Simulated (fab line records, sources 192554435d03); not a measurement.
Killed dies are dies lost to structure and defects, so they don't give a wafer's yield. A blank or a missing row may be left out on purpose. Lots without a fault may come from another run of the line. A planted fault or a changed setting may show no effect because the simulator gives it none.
Which tool did it? | flow n5_finfet | 11 lots, 30 wafers sampled, at 4 steps of a route of 1938

WHAT THE GAUGES READ, wafer by wafer
N5_BEOL_M6_THK_MEAS_01.
lot  | measured     | on            | M6_ILD_THK (nm)
L473 | day 9 02:47  | film_metro-01 | 151.1 152.2 153.4
L475 | day 9 12:50  | film_metro-02 | 155.2 155.4 158.2
L478 | day 10 06:00 | film_metro-01 | 152.9 157.1 157.2
L476 | day 10 09:18 | film_metro-01 | 154.3 154.8 156.9
L484 | day 12 18:50 | film_metro-01 | 110.8 153.6
L482 | day 12 19:29 | film_metro-01 | 112.1 155.9
L487 | day 12 23:16 | film_metro-01 | 110.5 153.7
L488 | day 13 06:26 | film_metro-01 | 150.4 155.2 155.6
L490 | day 14 03:43 | film_metro-01 | 155.9 158.6 158.7
L493 | day 14 09:48 | film_metro-02 | 157.0 151.1 156.7
L495 | day 15 11:04 | film_metro-02 | 153.5 152.1 155.8

WHICH TOOL RAN EACH LOT (tool, then ch and the chambers of the sampled wafers, then the start)
lot  | N5_BEOL_M5_PRE_CLEAN_45      | N5_BEOL_M5_ANNEAL_84         | N5_BEOL_M6_ILD_DEP_00
L473 | pvd_sputter-02, day 8 20:01  | pvd_sputter-02, day 8 22:58  | pecvd-03 ch 0,1,2, day 9 02:13
L475 | pvd_sputter-03, day 9 04:52  | pvd_sputter-01, day 9 08:56  | pecvd-02 ch 0,1, day 9 12:14
L478 | pvd_sputter-02, day 9 23:25  | pvd_sputter-01, day 10 02:13 | pecvd-03 ch 0,1,2, day 10 05:25
L476 | pvd_sputter-03, day 10 00:38 | pvd_sputter-03, day 10 04:01 | pecvd-03 ch 0,1,2, day 10 07:16
L484 | pvd_sputter-01, day 12 11:56 | pvd_sputter-01, day 12 15:01 | pecvd-03 ch 1,2, day 12 18:14
L482 | pvd_sputter-01, day 12 12:43 | pvd_sputter-03, day 12 15:39 | pecvd-03 ch 1,2, day 12 18:53
L487 | pvd_sputter-02, day 12 16:29 | pvd_sputter-02, day 12 19:29 | pecvd-03 ch 0,2, day 12 22:42
L488 | pvd_sputter-02, day 12 23:50 | pvd_sputter-02, day 13 02:38 | pecvd-02 ch 0,1, day 13 05:51
L490 | pvd_sputter-03, day 13 20:53 | pvd_sputter-03, day 13 23:53 | pecvd-04 ch 1,2, day 14 03:08
L493 | pvd_sputter-01, day 14 02:22 | pvd_sputter-01, day 14 05:39 | pecvd-04 ch 0,2, day 14 09:12
L495 | pvd_sputter-01, day 15 04:03 | pvd_sputter-01, day 15 06:52 | pecvd-04 ch 1,2, day 15 10:29
- N5_BEOL_M5_PRE_CLEAN_45: time 30 s.
- N5_BEOL_M5_ANNEAL_84: time 1800 s.
- N5_BEOL_M6_ILD_DEP_00: deposits SiCOH lowk from DEMS/porogen, target thk 179.75 nm, time 33.4 s.

WHAT THE TOOLS THEMSELVES READ (means of the sampled wafers that have a number; where no wafer has one, the mark that the record gives instead)
N5_BEOL_M5_PRE_CLEAN_45.
lot  | tool           | heater_power_w (W) | susceptor_temp_C (C)
L473 | pvd_sputter-02 | 329                | 250.09
L475 | pvd_sputter-03 | 337                | 249.93
L478 | pvd_sputter-02 | 368                | 250.17
L476 | pvd_sputter-03 | 310                | 250.06
L484 | pvd_sputter-01 | 317                | 250.01
L482 | pvd_sputter-01 | 310                | 249.96
L487 | pvd_sputter-02 | 362                | 250.22
L488 | pvd_sputter-02 | 377                | 249.99
L490 | pvd_sputter-03 | 317                | 250.23
L493 | pvd_sputter-01 | 332                | 249.91
L495 | pvd_sputter-01 | 325                | 249.77

N5_BEOL_M5_ANNEAL_84.
lot  | tool           | heater_power_w (W) | susceptor_temp_C (C) | susceptor_temp_C_max
L473 | pvd_sputter-02 | 903                | 399.94               | 401.0
L475 | pvd_sputter-01 | 754                | 399.99               | 401.1
L478 | pvd_sputter-01 | 823                | 399.75               | 401.2
L476 | pvd_sputter-03 | 766                | 399.84               | 400.6
L484 | pvd_sputter-01 | 850                | 399.91               | 401.1
L482 | pvd_sputter-03 | 771                | 399.95               | 401.2
L487 | pvd_sputter-02 | 876                | 399.88               | 401.2
L488 | pvd_sputter-02 | 840                | 400.05               | 401.4
L490 | pvd_sputter-03 | 803                | 400.02               | 401.0
L493 | pvd_sputter-01 | 807                | 400.03               | 401.3
L495 | pvd_sputter-01 | 837                | 399.90               | 401.5

N5_BEOL_M6_ILD_DEP_00.
lot  | tool     | heater_power_w (W) | showerhead_plenum_p_Torr (Torr) | showerhead_vpp_V (V) | susceptor_temp_C (C) | throttle_valve_pct (%)
L473 | pecvd-03 | 299                | 5.739                           | 1441                 | 299.87               | 13.9
L475 | pecvd-02 | 289                | 5.726                           | 1402                 | 300.03               | 14.4
L478 | pecvd-03 | 274                | 5.738                           | 1435                 | 299.85               | 14.1
L476 | pecvd-03 | 298                | 5.738                           | 1425                 | 299.93               | 14.0
L484 | pecvd-03 | 292                | 5.736                           | 1428                 | 300.01               | 14.2
L482 | pecvd-03 | 300                | 5.737                           | 1428                 | 299.65               | 14.4
L487 | pecvd-03 | 325                | 5.735                           | 1348                 | 299.56               | 13.1
L488 | pecvd-02 | 291                | 5.736                           | 1379                 | 299.88               | 15.0
L490 | pecvd-04 | 250                | 5.737                           | 1358                 | 300.01               | 14.0
L493 | pecvd-04 | 257                | 5.735                           | 1310                 | 299.87               | 13.6
L495 | pecvd-04 | 302                | 5.761                           | 1420                 | 300.10               | 14.2

THE ANSWER, worked out from the rows above alone
Rule: what is usual is taken from the lots themselves. Put in order of their means at a reading, lots are off if they are a third of the lots or fewer, leave a main group of 4 or more, and stand apart from it by a gap of 3 or more times the standard deviation of the main group's means; of several such gaps the widest counts. A main group whose means are all the same, to the digits that the tables above print for the reading, isn't used. A lot without any number at a reading at which 4 lots or more have one is off too. The other lots that the step has rows for count as sound. The gauges are gone through in route order, then the tools' own readings, and for those a lot's mean is taken as printed above. The first step at which some lot is off is used, and at that step the reading that is off furthest; a lot without a number counts as furthest.
Off: L484, L482, L487, at N5_BEOL_M6_THK_MEAS_01 (M6_ILD_THK). The main group: mean 155.0 nm, standard deviation 1.6.
A tool fits if, at a process step before that reading, it ran every lot that is off, and no sound lot after the first of them. The gauges at N5_BEOL_M6_THK_MEAS_01 are tried like those tools. One fits: pecvd-03 at N5_BEOL_M6_ILD_DEP_00. Its last sound lot is L476 (day 10 07:16), its first lot that is off L484 (day 12 18:14): a fault that began between those two fits.

WHAT THE SIMULATOR HAD PUT IN
Process parameter drift: pecvd-03, from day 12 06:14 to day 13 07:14, at N5_BEOL_M6_ILD_DEP_00. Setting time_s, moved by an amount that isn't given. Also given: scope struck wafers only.
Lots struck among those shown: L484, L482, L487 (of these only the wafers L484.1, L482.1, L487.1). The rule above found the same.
